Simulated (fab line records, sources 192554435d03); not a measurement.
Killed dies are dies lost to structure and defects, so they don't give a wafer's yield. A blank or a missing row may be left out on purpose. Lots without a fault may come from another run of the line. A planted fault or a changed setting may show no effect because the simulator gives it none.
Chamber matching | flow n5_finfet | N5_BEOL_M5_ETCH_62 on rie_diel-01: 4 sister chambers
The step etches SOC in N2/H2, target depth 75 nm, overetch 15 nm, time 112.5 s. 4 wafers are shown with their chamber, then 8 later ones without.

WAFERS WITH THEIR CHAMBER
wafer  | chamber | showerhead_plenum_p_Torr (Torr)
L088.1 | 2       | 2.55
L093.2 | 0       | 2.53
L093.6 | 1       | 2.62
L090.1 | 3       | 2.43

WAFERS WITHOUT THEIR CHAMBER
wafer  | showerhead_plenum_p_Torr (Torr)
L090.3 | 2.53
L090.5 | 2.54
L091.3 | 2.62
L091.5 | 2.43
L091.6 | 2.53
L097.1 | 2.61
L097.3 | 2.54
L097.6 | 2.52

WHICH CHAMBER EACH WENT THROUGH
wafer  | from the rows above     | in truth
L090.3 | 0                       | 0
L090.5 | can't be placed: 2 or 0 | 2
L091.3 | 1                       | 1
L091.5 | 3                       | 3
L091.6 | 0                       | 0
L097.1 | 1                       | 1
L097.3 | can't be placed: 2 or 0 | 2
L097.6 | 0                       | 0
Placed correctly: 6 of 8. Can't be placed from these rows: 2 (the true chamber is among the candidates in 2). Placed wrongly: 0.
How it was worked out, from the rows above alone: a wafer's distance from a chamber is the root of the sum, over the readings, of the square of ((its reading less the chamber's mean) divided by the reading's scatter). The wafer belongs to the nearest chamber; if the next one is less than 2 further off, it can't be placed. A chamber's mean is the mean of its shown wafers. The scatter: with one shown wafer a chamber, the root of the mean of the squares of how far each hidden wafer lies from its nearest shown one.
